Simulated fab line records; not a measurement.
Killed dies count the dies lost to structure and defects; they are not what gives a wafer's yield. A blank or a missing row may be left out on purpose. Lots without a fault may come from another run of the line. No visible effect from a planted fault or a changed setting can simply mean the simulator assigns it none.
One fault seen from 2 desks | flow n5_finfet | each desk has only its own numbers; what lay behind them comes last

## DESK OF THE TOOL OWNER: rie_si-05
The tool's own readings at N5_BEOL_M0_SAQP_ETCH_102 (etches SiO2 in CF4, target depth 4 nm, time 4.4 s): means of the sampled wafers that have a number, for each lot that ran on this tool. The brackets show how far a lot's mean lies from the usual mean; more than 4 standard deviations puts the lot out of limits, marked OUT.
Columns: A = drypump_motor_current_A at N5_BEOL_M0_SAQP_ETCH_102, usual 5.8 A; B = oes_product_au at N5_BEOL_M0_SAQP_ETCH_102, usual 1.000 a.u.; C = rf_fwd_power_W at N5_BEOL_M0_SAQP_ETCH_102, usual 789 W; D = throttle_valve_pct at N5_BEOL_M0_SAQP_ETCH_102, usual 21.86 %
lot  | first seen here | A   | B               | C   | D
L938 | day 5 21:30     | 5.5 | 0.999           | 790 | 21.79
L945 | day 8 04:04     | 5.4 | 1.240 (+13) OUT | 786 | 21.89
L946 | day 8 10:03     | 5.8 | 1.217 (+11) OUT | 786 | 21.98
L950 | day 9 08:07     | 5.6 | 1.230 (+12) OUT | 790 | 21.92
This desk's verdict: out of limits on L945, L946, L950, starting with L945 at day 8 04:04 (oes_product_au at N5_BEOL_M0_SAQP_ETCH_102). In limits: L938.

## FROM THE METROLOGY DESK
What the gauges read for every lot (on any tool): the sampled wafers with a number, averaged. The brackets show how far a lot's mean lies from the usual mean; more than 4 standard deviations puts the lot out of limits, marked OUT. Shown here are 7 of its 11 readings, the ones lying furthest out on some lot.
Columns: A = cd_nm at N5_BEOL_M0_SAQP_CD_MEAS_25, usual 12.83 nm; B = DIBL_N at N5_BEOL_M4_RC_MEAS_101, usual 36.3 mV/V; C = DIBL_P at N5_BEOL_M4_RC_MEAS_101, usual 36.7 mV/V; D = IOFF_P at N5_BEOL_M4_RC_MEAS_101, usual 0.214 nA/um; E = ION_P at N5_BEOL_M4_RC_MEAS_101, usual 461 uA/um; F = SS_P at N5_BEOL_M4_RC_MEAS_101, usual 73.3 mV/dec; G = VT_P at N5_BEOL_M4_RC_MEAS_101, usual -250.0 mV
lot  | first seen here | A     | B    | C    | D     | E   | F    | G
L938 | day 5 21:12     | 12.80 | 35.9 | 34.2 | 0.200 | 460 | 73.1 | -249.1
L939 | day 6 07:32     | 13.09 | 35.4 | 36.9 | 0.196 | 457 | 73.1 | -252.4
L945 | day 8 03:56     | 12.89 | 35.8 | 36.9 | 0.208 | 458 | 72.9 | -251.7
L946 | day 8 09:53     | 12.95 | 37.3 | 38.3 | 0.253 | 466 | 73.8 | -246.4
L950 | day 9 07:58     | 12.71 | 37.8 | 38.4 | 0.200 | 451 | 73.1 | -251.4
L957 | day 10 19:35    | 12.83 | 36.9 | 36.1 | 0.211 | 459 | 73.0 | -250.9
L960 | day 11 12:35    | 12.68 | 37.4 | 40.0 | 0.240 | 467 | 74.1 | -249.9
Result from this desk: across the 7 lots, nothing is out of limits.

## BROUGHT TOGETHER
The tool owner's desk could have raised an alarm at day 8 04:04, on L945, L946, L950.
Metrology desk: nothing out of limits seen.
The metrology desk holds a record of L945, L946, L950, inside its limits.
Of the lots named, all ran N5_BEOL_M0_SAQP_ETCH_102 on rie_si-05.

## WHAT THE SIMULATOR PUT IN
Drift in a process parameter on rie_si-05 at N5_BEOL_M0_SAQP_ETCH_102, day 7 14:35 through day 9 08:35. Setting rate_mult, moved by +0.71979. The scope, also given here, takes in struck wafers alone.
Struck lots among those shown: L945, L946, L950.
Delay in hours, fault start to first out-of-limits reading, by desk: the tool owner's desk at 13.
